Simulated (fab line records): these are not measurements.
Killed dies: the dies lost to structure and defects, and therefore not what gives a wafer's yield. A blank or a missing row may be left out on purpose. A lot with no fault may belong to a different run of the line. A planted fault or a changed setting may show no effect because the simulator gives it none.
Which tool was responsible? / flow nandHarc / Sampling: 13 lots, 39 wafers, 6 of 1302 route steps

== WHAT THE GAUGES READ, wafer by wafer ==
NHARC_A_CHANNEL_HOLE_D2_CD_MEAS_10: the cd target is 100 nm.
lot=L359; measured=day 12 23:37; on=cdSem-01; cdNm (nm)=99.2 98.8 98.5
lot=L360; measured=day 13 11:05; on=cdSem-01; cdNm (nm)=99.5 98.8 99.4
lot=L361; measured=day 14 05:13; on=cdSem-01; cdNm (nm)=99.1 99.4 99.0
lot=L362; measured=day 14 05:22; on=cdSem-03; cdNm (nm)=99.2 100.0 100.4
lot=L363; measured=day 14 13:39; on=cdSem-01; cdNm (nm)=99.0 98.8 98.9
lot=L364; measured=day 15 01:52; on=cdSem-02; cdNm (nm)=100.4 100.1 101.1
lot=L365; measured=day 15 19:49; on=cdSem-02; cdNm (nm)=100.5 98.9 99.4
lot=L367; measured=day 16 15:06; on=cdSem-01; cdNm (nm)=99.9 100.2 100.6
lot=L369; measured=day 17 16:47; on=cdSem-02; cdNm (nm)=99.8 99.5 100.7
lot=L370; measured=day 18 02:11; on=cdSem-02; cdNm (nm)=101.1 99.7 101.2
lot=L377; measured=day 20 20:10; on=cdSem-02; cdNm (nm)=99.3 99.4 99.5
lot=L379; measured=day 21 18:58; on=cdSem-03; cdNm (nm)=100.1 100.8 100.5
lot=L381; measured=day 22 09:07; on=cdSem-01; cdNm (nm)=100.2 99.2 98.7

NHARC_A_CHANNEL_HOLE_D2_INSPECT_40.
lot=L359; measured=day 13 10:59; on=defectInspect-02; rawDefectCount=244 212 254
lot=L360; measured=day 13 21:17; on=defectInspect-02; rawDefectCount=206 177 217
lot=L361; measured=day 14 12:19; on=defectInspect-01; rawDefectCount=328 182 241
lot=L362; measured=day 14 12:26; on=defectInspect-02; rawDefectCount=467 325 244
lot=L363; measured=day 14 20:44; on=defectInspect-02; rawDefectCount=356 293 292
lot=L364; measured=day 15 08:55; on=defectInspect-01; rawDefectCount=165 170 280
lot=L365; measured=day 16 02:53; on=defectInspect-02; rawDefectCount=321 350 319
lot=L367; measured=day 16 22:20; on=defectInspect-02; rawDefectCount=339 274 267
lot=L369; measured=day 17 23:52; on=defectInspect-02; rawDefectCount=374 171 284
lot=L370; measured=day 18 09:15; on=defectInspect-02; rawDefectCount=304 279 337
lot=L377; measured=day 21 03:14; on=defectInspect-02; rawDefectCount=634 606 578 646 602 571
lot=L379; measured=day 22 03:47; on=defectInspect-01; rawDefectCount=733 688 686 725 682 696
lot=L381; measured=day 22 16:54; on=defectInspect-02; rawDefectCount=377 361 326

NHARC_END_SORT_01.
lot=L367; measured=day 27 16:16; on=prober-01; killedAtArray=44 59 35; killedAtOther=0 0 1; killedAtPeriphery=6 5 5; killedDies=50 64 41; killedOpen=2 2 2; killedShort=3 4 1
lot=L377; measured=day 33 08:13; on=prober-01; killedAtArray=81 60 71; killedAtOther=2 0 2; killedAtPeriphery=7 4 8; killedDies=90 64 81; killedOpen=4 3 6; killedShort=2 2 4
lot=L379; measured=day 33 05:38; on=prober-01; killedAtArray=154 107 145; killedAtOther=4 0 1; killedAtPeriphery=0 2 5; killedDies=158 109 151; killedOpen=1 1 6; killedShort=0 0 1

== TOOL THAT RAN EACH LOT (tool first, then ch and the chambers of the sampled wafers, then the start) ==
lot=L359; NHARC_A_CHANNEL_HOLE_D2_STRIP_42=rieDiel-06 ch 0,3, day 13 09:45; NHARC_A_CHANNEL_FILL_D2_ALD_03=aldSinBatch-02 ch 0, day 14 16:29 or earlier; NHARC_A_CHANNEL_FILL_D2_ETCHBACK_19=rieSi-04 ch 0,2, day 14 16:29
lot=L360; NHARC_A_CHANNEL_HOLE_D2_STRIP_42=rieDiel-05 ch 0,1,2, day 13 20:11; NHARC_A_CHANNEL_FILL_D2_ALD_03=aldSinBatch-03 ch 0, day 14 23:09 or earlier; NHARC_A_CHANNEL_FILL_D2_ETCHBACK_19=rieSi-06 ch 0,1, day 14 23:09
lot=L361; NHARC_A_CHANNEL_HOLE_D2_STRIP_42=rieDiel-05 ch 0,1,2, day 14 11:12; NHARC_A_CHANNEL_FILL_D2_ALD_03=aldSinBatch-03 ch 0, day 15 13:11 or earlier; NHARC_A_CHANNEL_FILL_D2_ETCHBACK_19=rieSi-03 ch 1,2,3, day 15 13:11
lot=L362; NHARC_A_CHANNEL_HOLE_D2_STRIP_42=rieDiel-06 ch 0,1,2, day 14 11:20; NHARC_A_CHANNEL_FILL_D2_ALD_03=aldSinBatch-03 ch 0, day 15 13:11 or earlier; NHARC_A_CHANNEL_FILL_D2_ETCHBACK_19=rieSi-06 ch 2,3, day 15 13:11
lot=L363; NHARC_A_CHANNEL_HOLE_D2_STRIP_42=rieDiel-05 ch 1,3, day 14 19:38; NHARC_A_CHANNEL_FILL_D2_ALD_03=aldSinBatch-03 ch 0, day 15 20:58 or earlier; NHARC_A_CHANNEL_FILL_D2_ETCHBACK_19=rieSi-06 ch 0,2, day 15 20:58
lot=L364; NHARC_A_CHANNEL_HOLE_D2_STRIP_42=rieDiel-05 ch 0,2,3, day 15 07:49; NHARC_A_CHANNEL_FILL_D2_ALD_03=aldSinBatch-01 ch 0, day 16 08:41 or earlier; NHARC_A_CHANNEL_FILL_D2_ETCHBACK_19=rieSi-03 ch 0,2, day 16 08:41
lot=L365; NHARC_A_CHANNEL_HOLE_D2_STRIP_42=rieDiel-06 ch 0,1,3, day 16 01:47; NHARC_A_CHANNEL_FILL_D2_ALD_03=aldSinBatch-02 ch 0, day 17 01:26 or earlier; NHARC_A_CHANNEL_FILL_D2_ETCHBACK_19=rieSi-03 ch 0,3, day 17 01:26
lot=L367; NHARC_A_CHANNEL_HOLE_D2_STRIP_42=rieDiel-06 ch 1,2, day 16 21:05; NHARC_A_CHANNEL_FILL_D2_ALD_03=aldSinBatch-01 ch 0, day 17 22:51 or earlier; NHARC_A_CHANNEL_FILL_D2_ETCHBACK_19=rieSi-06 ch 0,3, day 17 22:51
lot=L369; NHARC_A_CHANNEL_HOLE_D2_STRIP_42=rieDiel-06 ch 0,2,3, day 17 22:46; NHARC_A_CHANNEL_FILL_D2_ALD_03=aldSinBatch-03 ch 0, day 19 02:50 or earlier; NHARC_A_CHANNEL_FILL_D2_ETCHBACK_19=rieSi-03 ch 2,3, day 19 02:50
lot=L370; NHARC_A_CHANNEL_HOLE_D2_STRIP_42=rieDiel-05 ch 0,3, day 18 08:08; NHARC_A_CHANNEL_FILL_D2_ALD_03=aldSinBatch-01 ch 0, day 19 11:08 or earlier; NHARC_A_CHANNEL_FILL_D2_ETCHBACK_19=rieSi-04 ch 0,1,2, day 19 11:08
lot=L377; NHARC_A_CHANNEL_HOLE_D2_STRIP_42=rieDiel-09 ch 1,2, day 21 02:08; NHARC_A_CHANNEL_FILL_D2_ALD_03=aldSinBatch-01 ch 0, day 22 04:11 or earlier; NHARC_A_CHANNEL_FILL_D2_ETCHBACK_19=rieSi-03 ch 0,1, day 22 04:11
lot=L379; NHARC_A_CHANNEL_HOLE_D2_STRIP_42=rieDiel-09 ch 0,1, day 22 02:40; NHARC_A_CHANNEL_FILL_D2_ALD_03=aldSinBatch-03 ch 0, day 23 04:07 or earlier; NHARC_A_CHANNEL_FILL_D2_ETCHBACK_19=rieSi-03 ch 1,2, day 23 04:07
lot=L381; NHARC_A_CHANNEL_HOLE_D2_STRIP_42=rieDiel-05 ch 0,1,2, day 22 15:39; NHARC_A_CHANNEL_FILL_D2_ALD_03=aldSinBatch-03 ch 0, day 23 17:05 or earlier; NHARC_A_CHANNEL_FILL_D2_ETCHBACK_19=rieSi-03 ch 1,2,3, day 23 17:05
- NHARC_A_CHANNEL_HOLE_D2_STRIP_42: strips in CF4/CHF3.
- NHARC_A_CHANNEL_FILL_D2_ALD_03: deposits SiNx, target thk 6 nm, pulse time 60 s, ald cycles 58.
- NHARC_A_CHANNEL_FILL_D2_ETCHBACK_19: etches the open film in HBr/Cl2, target depth 5 nm, time 1.7 s.

== AS READ BY THE TOOLS THEMSELVES (means over the sampled wafers that have a number; for cases with no such wafer, the mark the record gives instead) ==
NHARC_A_CHANNEL_FILL_D2_ALD_03.
lot=L359 tool=aldSinBatch-02 precursorPulseHeightRel=1.015
lot=L360 tool=aldSinBatch-03 precursorPulseHeightRel=0.978
lot=L361 tool=aldSinBatch-03 precursorPulseHeightRel=0.999
lot=L362 tool=aldSinBatch-03 precursorPulseHeightRel=1.009
lot=L363 tool=aldSinBatch-03 precursorPulseHeightRel=1.012
lot=L364 tool=aldSinBatch-01 precursorPulseHeightRel=0.986
lot=L365 tool=aldSinBatch-02 precursorPulseHeightRel=1.002
lot=L367 tool=aldSinBatch-01 precursorPulseHeightRel=0.989
lot=L369 tool=aldSinBatch-03 precursorPulseHeightRel=0.991
lot=L370 tool=aldSinBatch-01 precursorPulseHeightRel=1.010
lot=L377 tool=aldSinBatch-01 precursorPulseHeightRel=1.007
lot=L379 tool=aldSinBatch-03 precursorPulseHeightRel=1.015
lot=L381 tool=aldSinBatch-03 precursorPulseHeightRel=1.003

NHARC_A_CHANNEL_FILL_D2_ETCHBACK_19.
lot=L359; tool=rieSi-04; drypumpMotorCurrentA (A)=5.9; oesProductAu (a.u.)=0.989; throttleValvePct (%)=26.410
lot=L360; tool=rieSi-06; drypumpMotorCurrentA (A)=6.1; oesProductAu (a.u.)=0.999; throttleValvePct (%)=26.399
lot=L361; tool=rieSi-03; drypumpMotorCurrentA (A)=5.8; oesProductAu (a.u.)=0.991; throttleValvePct (%)=26.405
lot=L362; tool=rieSi-06; drypumpMotorCurrentA (A)=5.4; oesProductAu (a.u.)=1.016; throttleValvePct (%)=26.409
lot=L363; tool=rieSi-06; drypumpMotorCurrentA (A)=5.5; oesProductAu (a.u.)=0.989; throttleValvePct (%)=26.411
lot=L364; tool=rieSi-03; drypumpMotorCurrentA (A)=5.6; oesProductAu (a.u.)=0.999; throttleValvePct (%)=26.406
lot=L365; tool=rieSi-03; drypumpMotorCurrentA (A)=5.8; oesProductAu (a.u.)=0.992; throttleValvePct (%)=26.406
lot=L367; tool=rieSi-06; drypumpMotorCurrentA (A)=5.7; oesProductAu (a.u.)=0.989; throttleValvePct (%)=26.408
lot=L369; tool=rieSi-03; drypumpMotorCurrentA (A)=5.8; oesProductAu (a.u.)=1.010; throttleValvePct (%)=26.408
lot=L370; tool=rieSi-04; drypumpMotorCurrentA (A)=5.5; oesProductAu (a.u.)=1.006; throttleValvePct (%)=26.409
lot=L377; tool=rieSi-03; drypumpMotorCurrentA (A)=5.6; oesProductAu (a.u.)=1.014; throttleValvePct (%)=26.410
lot=L379; tool=rieSi-03; drypumpMotorCurrentA (A)=5.7; oesProductAu (a.u.)=1.025; throttleValvePct (%)=26.398
lot=L381; tool=rieSi-03; drypumpMotorCurrentA (A)=5.8; oesProductAu (a.u.)=1.017; throttleValvePct (%)=26.406

== THE ANSWER, worked out from the rows above alone ==
Rule: the lots themselves supply what counts as usual. The widest of any qualifying gaps counts: lots, ordered by their means at a reading, are off when they make up no more than a third of the lots, leave a main group of 4 or more, and stand apart from it by 3 or more times the standard deviation of that group's means. A main group is skipped when, at the precision printed for the reading in the tables above, its means are all equal. A lot without any number at a reading at which 4 lots or more have one is off too. Any other lot the step has rows for is counted as sound. First the gauges in route order, then the tools' own readings, where a lot's mean is used as printed above. At the first step where some lot is off, the reading lying furthest off is the one used; lots without a number count as furthest.
Off: L377, L379, at NHARC_A_CHANNEL_HOLE_D2_INSPECT_40 (rawDefectCount). The main group has a mean of 283 with a standard deviation of 51.
If a tool, at a process step before that reading, ran all the lots that are off and no sound lot after the first of them, it fits. The gauges at NHARC_A_CHANNEL_HOLE_D2_INSPECT_40 are tried like those tools. One fits: NHARC_A_CHANNEL_HOLE_D2_STRIP_42 on rieDiel-09. It ran no sound lot before its first lot that is off in this sample, so the start can't be narrowed down.

== WHAT THE SIMULATOR PUT IN ==
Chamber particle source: rieDiel-09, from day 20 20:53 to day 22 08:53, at NHARC_A_CHANNEL_HOLE_D2_STRIP_42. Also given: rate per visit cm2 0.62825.
Struck lots among those shown: L377, L379. This agrees with what the rule above found.
